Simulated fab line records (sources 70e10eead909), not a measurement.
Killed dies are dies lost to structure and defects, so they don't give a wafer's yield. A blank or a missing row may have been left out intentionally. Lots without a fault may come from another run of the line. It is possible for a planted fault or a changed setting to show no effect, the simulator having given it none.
Which tool is to blame? + flow nand harc + 12 lots with 36 wafers sampled at 7 steps, on a route of 1302 steps

## WHAT EACH GAUGE READ, for each wafer
NHARC_P_M1_CD_MEAS_09: target cd 130 nm. Usual: cd nm at 129.7 nm, with a standard deviation of 0.54.
| lot  | measured     | on        | cd nm (nm)        | flag |
|------|--------------|-----------|-------------------|------|
| L983 | day 6 09:41  | cd sem-03 | 128.6 128.6 128.8 |      |
| L984 | day 6 13:10  | cd sem-03 | 129.7 129.3 130.5 |      |
| L985 | day 7 03:08  | cd sem-01 | 129.3 128.6 129.1 |      |
| L990 | day 9 15:11  | cd sem-02 | 130.0 129.5 128.9 |      |
| L992 | day 10 01:34 | cd sem-03 | 129.8 130.2 130.2 |      |
| L995 | day 11 08:28 | cd sem-01 | 147.2 147.9 147.0 | OFF  |
| L996 | day 11 13:07 | cd sem-02 | 145.0 145.5 145.3 | OFF  |
| L997 | day 12 05:26 | cd sem-01 | 143.7 143.9 143.4 | OFF  |
| L999 | day 13 02:59 | cd sem-03 | 143.6 143.9 143.8 | OFF  |
| L103 | day 14 16:48 | cd sem-03 | 129.8 130.0 130.4 |      |
| L104 | day 14 20:16 | cd sem-02 | 129.8 130.0 129.7 |      |
| L106 | day 15 18:59 | cd sem-01 | 130.3 130.0 129.8 |      |

NHARC_P_M1_CD_MEAS_16. Usual: cd nm at 129.5 nm, with a standard deviation of 0.67.
| lot  | measured     | on        | cd nm (nm)        | flag |
|------|--------------|-----------|-------------------|------|
| L983 | day 6 10:10  | cd sem-02 | 128.6 129.0 128.7 |      |
| L984 | day 6 13:40  | cd sem-02 | 129.5 128.8 130.4 |      |
| L985 | day 7 03:37  | cd sem-01 | 129.8 128.2 129.2 |      |
| L990 | day 9 15:40  | cd sem-03 | 130.2 129.5 128.5 |      |
| L992 | day 10 02:03 | cd sem-03 | 129.1 129.7 130.2 |      |
| L995 | day 11 08:57 | cd sem-03 | 147.1 148.1 146.3 | OFF  |
| L996 | day 11 13:36 | cd sem-01 | 144.4 144.5 145.6 | OFF  |
| L997 | day 12 05:59 | cd sem-03 | 142.5 143.4 142.6 | OFF  |
| L999 | day 13 03:29 | cd sem-02 | 143.5 142.9 143.1 | OFF  |
| L103 | day 14 17:17 | cd sem-01 | 130.1 130.0 130.2 |      |
| L104 | day 14 20:48 | cd sem-02 | 130.2 130.6 129.3 |      |
| L106 | day 15 19:31 | cd sem-02 | 130.1 130.0 130.6 |      |

NHARC_END_SORT_01. Usual: defect limited yield is 90.6 % with standard deviation 2.7, killed at array is 59 with standard deviation 19, killed at other is 0.6 with standard deviation 0.85, killed at periphery is 3.8 with standard deviation 2.5, killed dies is 64 with standard deviation 19, killed open is 3.3 with standard deviation 1.8, and killed short is 2.2 with standard deviation 1.6.
| lot  | measured     | on        | defect limited yield (%) | killed at array | killed at other | killed at periphery | killed dies | killed open | killed short | flag |
|------|--------------|-----------|--------------------------|-----------------|-----------------|---------------------|-------------|-------------|--------------|------|
| L983 | day 24 13:49 | prober-02 | 98.2 96.6 96.5           | 8 19 17         | 0 1 1           | 4 3 6               | 12 23 24    | 3 2 3       | 1 3 3        |      |
| L985 | day 25 01:04 | prober-01 | 95.1 95.1 93.8           | 29 31 35        | 0 0 0           | 4 2 7               | 33 33 42    | 4 3 4       | 2 3 3        |      |
| L990 | day 27 22:08 | prober-01 | 90.7 88.8 91.0           | 58 70 59        | 1 2 0           | 4 4 2               | 63 76 61    | 4 4 0       | 1 4 2        |      |
| L992 | day 27 21:23 | prober-02 | 92.0 91.0 90.5           | 51 53 61        | 1 2 2           | 2 6 1               | 54 61 64    | 6 4 3       | 2 5 7        |      |
| L995 | day 29 19:04 | prober-01 | 90.8 90.5 90.8           | 59 62 60        | 1 1 0           | 2 1 2               | 62 64 62    | 3 4 0       | 0 2 5        |      |
| L996 | day 30 04:56 | prober-02 | 87.1 88.5 88.9           | 84 76 71        | 0 0 0           | 3 2 4               | 87 78 75    | 4 5 3       | 1 2 3        |      |
| L999 | day 31 16:59 | prober-02 | 90.8 90.7 91.1           | 60 58 55        | 0 0 1           | 2 5 4               | 62 63 60    | 1 7 3       | 3 3 2        |      |

## WHAT TOOL EACH LOT RAN ON (gives the tool, then ch and the chambers of the sampled wafers, and finally the start)
| lot  | NHARC_P_M0_PRE_CLEAN_29                 | NHARC_P_M0_CMP_23             | NHARC_P_M1_EXPOSE_06               | NHARC_P_M1_DESCUM_14               |
|------|-----------------------------------------|-------------------------------|------------------------------------|------------------------------------|
| L983 | pvd sputter-02, day 6 07:56 or earlier  | cmp-02 ch 0,1,2, day 6 07:56  | arfi scanner-03 ch 0, day 6 09:32  | rie diel-02 ch 2,3, day 6 09:52    |
| L984 | pvd sputter-02, day 6 11:17 or earlier  | cmp-04 ch 0,2,3, day 6 11:17  | arfi scanner-02 ch 0, day 6 13:02  | rie diel-10 ch 1,2,3, day 6 13:22  |
| L985 | pvd sputter-01, day 7 01:24 or earlier  | cmp-01 ch 0,2,3, day 7 01:24  | arfi scanner-02 ch 0, day 7 02:59  | rie diel-10 ch 0,1,2, day 7 03:19  |
| L990 | pvd sputter-03, day 9 12:05             | cmp-01 ch 0,1, day 9 13:20    | arfi scanner-03 ch 0, day 9 15:03  | rie diel-06 ch 0,3, day 9 15:22    |
| L992 | pvd sputter-01, day 9 23:43 or earlier  | cmp-04 ch 0,1,3, day 9 23:43  | arfi scanner-02 ch 0, day 10 01:25 | rie diel-06 ch 0,1,2, day 10 01:44 |
| L995 | pvd sputter-03, day 11 06:43 or earlier | cmp-04 ch 1,2, day 11 06:43   | arfi scanner-03 ch 0, day 11 08:20 | rie diel-06 ch 1,2, day 11 08:38   |
| L996 | pvd sputter-01, day 11 11:23 or earlier | cmp-02 ch 1,2, day 11 11:23   | arfi scanner-03 ch 0, day 11 12:58 | rie diel-06 ch 0,1,2, day 11 13:18 |
| L997 | pvd sputter-02, day 12 03:30 or earlier | cmp-04 ch 2,3, day 12 03:30   | arfi scanner-03 ch 0, day 12 05:17 | rie diel-02 ch 2,3, day 12 05:37   |
| L999 | pvd sputter-03, day 13 01:20 or earlier | cmp-04 ch 0,1,3, day 13 01:20 | arfi scanner-03 ch 0, day 13 02:52 | rie diel-06 ch 2,3, day 13 03:11   |
| L103 | pvd sputter-02, day 14 14:55 or earlier | cmp-02 ch 1,2, day 14 14:55   | arfi scanner-01 ch 0, day 14 16:40 | rie diel-10 ch 1,3, day 14 17:00   |
| L104 | pvd sputter-03, day 14 18:22 or earlier | cmp-01 ch 0,1, day 14 18:22   | arfi scanner-02 ch 0, day 14 20:08 | rie diel-06 ch 0,1,2, day 14 20:28 |
| L106 | pvd sputter-01, day 15 17:10 or earlier | cmp-04 ch 1,2,3, day 15 17:10 | arfi scanner-02 ch 0, day 15 18:50 | rie diel-06 ch 1,2, day 15 19:10   |
- NHARC_P_M0_PRE_CLEAN_29: time 30 s.
- NHARC_P_M0_CMP_23: polishes, t overpolish 20 s, target thk 117.54 nm.
- NHARC_P_M1_EXPOSE_06: exposes mask P M1, target cd 130 nm.
- NHARC_P_M1_DESCUM_14: chemistry O2, time 3 s.

## AS READ BY THE TOOLS THEMSELVES (means over the sampled wafers that have a number; for cases with no such wafer, the mark the record gives instead)
NHARC_P_M0_PRE_CLEAN_29. Usual: heater power w at 405 W, with a standard deviation of 51.
| lot  | tool           | heater power w (W) | flag |
|------|----------------|--------------------|------|
| L983 | pvd sputter-02 | 391                |      |
| L984 | pvd sputter-02 | 439                |      |
| L985 | pvd sputter-01 | 421                |      |
| L990 | pvd sputter-03 | 349                |      |
| L992 | pvd sputter-01 | 393                |      |
| L995 | pvd sputter-03 | 401                |      |
| L996 | pvd sputter-01 | 398                |      |
| L997 | pvd sputter-02 | 385                |      |
| L999 | pvd sputter-03 | 398                |      |
| L103 | pvd sputter-02 | 393                |      |
| L104 | pvd sputter-03 | 372                |      |
| L106 | pvd sputter-01 | 393                |      |

NHARC_P_M0_CMP_23. Usual: motor current A 12.6 A, standard deviation 0.71; time to endpoint s 28.9 s, standard deviation 1.8.
| lot  | tool   | motor current A (A) | time to endpoint s (s) | flag |
|------|--------|---------------------|------------------------|------|
| L983 | cmp-02 | 13.5                | 26.4                   |      |
| L984 | cmp-04 | 12.5                | 28.6                   |      |
| L985 | cmp-01 | 12.1                | 29.9                   |      |
| L990 | cmp-01 | 12.4                | 28.9                   |      |
| L992 | cmp-04 | 12.8                | 29.4                   |      |
| L995 | cmp-04 | 12.1                | 28.4                   |      |
| L996 | cmp-02 | 13.4                | 29.7                   |      |
| L997 | cmp-04 | 12.8                | 29.3                   |      |
| L999 | cmp-04 | 13.1                | 29.9                   |      |
| L103 | cmp-02 | 13.5                | 28.6                   |      |
| L104 | cmp-01 | 12.1                | 28.4                   |      |
| L106 | cmp-04 | 13.0                | 30.2                   |      |

NHARC_P_M1_EXPOSE_06. Usual: exposure dose mJ cm2 at 81.87, with a standard deviation of 0.074.
| lot  | tool            | exposure dose mJ cm2 | flag |
|------|-----------------|----------------------|------|
| L983 | arfi scanner-03 | 81.91                |      |
| L984 | arfi scanner-02 | 81.84                |      |
| L985 | arfi scanner-02 | 81.90                |      |
| L990 | arfi scanner-03 | 81.88                |      |
| L992 | arfi scanner-02 | 81.89                |      |
| L995 | arfi scanner-03 | 110.40               | OFF  |
| L996 | arfi scanner-03 | 104.67               | OFF  |
| L997 | arfi scanner-03 | 102.19               | OFF  |
| L999 | arfi scanner-03 | 102.30               | OFF  |
| L103 | arfi scanner-01 | 81.97                |      |
| L104 | arfi scanner-02 | 81.89                |      |
| L106 | arfi scanner-02 | 81.75                |      |

NHARC_P_M1_DESCUM_14. Usual: drypump motor current A 5.61 A, standard deviation 0.26; oes product au 1.000 a.u., standard deviation 0.0063; rf vpp V 57.9 V, standard deviation 0.96; showerhead plenum p Torr 1.94 Torr, standard deviation 0.1; throttle valve pct 11.312 %, standard deviation 0.0089.
| lot  | tool        | drypump motor current A (A) | oes product au (a.u.) | rf vpp V (V) | showerhead plenum p Torr (Torr) | throttle valve pct (%) | flag |
|------|-------------|-----------------------------|-----------------------|--------------|---------------------------------|------------------------|------|
| L983 | rie diel-02 | 6.33                        | 0.990                 | 57.5         | 1.94                            | 11.321                 |      |
| L984 | rie diel-10 | 5.53                        | 0.998                 | 58.2         | 1.94                            | 11.314                 |      |
| L985 | rie diel-10 | 5.62                        | 0.995                 | 58.5         | 1.99                            | 11.316                 |      |
| L990 | rie diel-06 | 5.57                        | 1.002                 | 58.4         | 1.97                            | 11.306                 |      |
| L992 | rie diel-06 | 5.46                        | 1.000                 | 58.4         | 1.97                            | 11.317                 |      |
| L995 | rie diel-06 | 5.43                        | 0.993                 | 57.5         | 1.89                            | 11.311                 |      |
| L996 | rie diel-06 | 5.45                        | 1.001                 | 57.8         | 1.97                            | 11.320                 |      |
| L997 | rie diel-02 | 6.34                        | 1.004                 | 58.1         | 1.93                            | 11.315                 |      |
| L999 | rie diel-06 | 5.73                        | 0.999                 | 58.0         | 1.98                            | 11.309                 |      |
| L103 | rie diel-10 | 5.47                        | 0.996                 | 57.5         | 1.87                            | 11.310                 |      |
| L104 | rie diel-06 | 5.46                        | 0.991                 | 58.6         | 1.97                            | 11.312                 |      |
| L106 | rie diel-06 | 5.53                        | 0.997                 | 58.9         | 1.98                            | 11.316                 |      |

## THE ANSWER, worked out from the rows above alone
Rule: take the mean of a lot's wafers that have a number; if it is more than 3 standard deviations from the usual mean, the lot is off. A lot without any number at a reading at which 4 lots or more have one is off too. Where the step has rows for the other lots, those lots are counted as sound. After the gauges, taken in route order, come the tools' own readings; for these a lot's mean is taken, as printed above. At the first step where some lot is off, the reading lying furthest off is the one used; lots without a number count as furthest.
Off at NHARC_P_M1_CD_MEAS_09 (cd nm): L995, L996, L997, L999.
If a tool, at a process step before that reading, ran all the lots that are off and no sound lot after the first of them, it fits. The gauges at NHARC_P_M1_CD_MEAS_09 aren't tried: what is off there is off at NHARC_P_M1_EXPOSE_06 too, on other tools, and a gauge's error can't cause that. Because NHARC_P_M0_PRE_CLEAN_29 lacks a start for some lots, the hours and order of its lots are taken from NHARC_P_M0_CMP_23. One fits: arfi scanner-03 at NHARC_P_M1_EXPOSE_06. Its last sound lot is L990 (day 9 15:03), its first lot that is off L995 (day 11 08:20): a fault that began between those two fits.
The tool's own readings at NHARC_P_M1_EXPOSE_06 bear it out: on the lots that are off they differ by more than 5 times the standard deviation of the sound lots' means. exposure dose mJ cm2 reads 104.89 there against 81.88 on the sound lots.

## WHAT WAS PUT IN BY THE SIMULATOR
Process parameter drift: arfi scanner-03, from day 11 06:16 on, at NHARC_P_M1_EXPOSE_06. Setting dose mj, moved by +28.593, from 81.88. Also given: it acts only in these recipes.
Lots struck among those shown: L995, L996, L997, L999. The rule above found the same.
